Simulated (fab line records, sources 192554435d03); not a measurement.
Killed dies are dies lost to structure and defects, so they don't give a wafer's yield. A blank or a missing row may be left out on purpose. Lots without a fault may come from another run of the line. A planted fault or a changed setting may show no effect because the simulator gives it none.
Chamber matching | flow n5_finfet | N5_BEOL_M7_ETCH_61 on rie_diel-06: 4 sister chambers
The step etches SiARC in CF4, target depth 45.5 nm, time 75.8 s. 4 wafers are shown with their chamber, then 7 later ones without.

WAFERS WITH THEIR CHAMBER
wafer  | chamber | showerhead_plenum_p_Torr (Torr)
L085.3 | 2       | 2.29
L085.4 | 3       | 2.05
L089.1 | 0       | 2.08
L089.2 | 1       | 2.04

WAFERS WITHOUT THEIR CHAMBER
wafer  | showerhead_plenum_p_Torr (Torr)
L089.6 | 2.29
L092.1 | 2.07
L092.3 | 2.04
L092.4 | 2.29
L094.1 | 2.29
L094.3 | 2.03
L094.5 | 2.04

WHICH CHAMBER EACH WENT THROUGH
wafer  | from the rows above     | in truth
L089.6 | 2                       | 2
L092.1 | can't be placed: 0 or 3 | 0
L092.3 | can't be placed: 1 or 3 | 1
L092.4 | 2                       | 2
L094.1 | 2                       | 2
L094.3 | can't be placed: 1 or 3 | 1
L094.5 | can't be placed: 1 or 3 | 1
Placed correctly: 3 of 7. Can't be placed from these rows: 4 (the true chamber is among the candidates in 4). Placed wrongly: 0.
How it was worked out, from the rows above alone: a wafer's distance from a chamber is the root of the sum, over the readings, of the square of ((its reading less the chamber's mean) divided by the reading's scatter). The wafer belongs to the nearest chamber; if the next one is less than 2 further off, it can't be placed. A chamber's mean is the mean of its shown wafers. The scatter: with one shown wafer a chamber, the root of the mean of the squares of how far each hidden wafer lies from its nearest shown one.
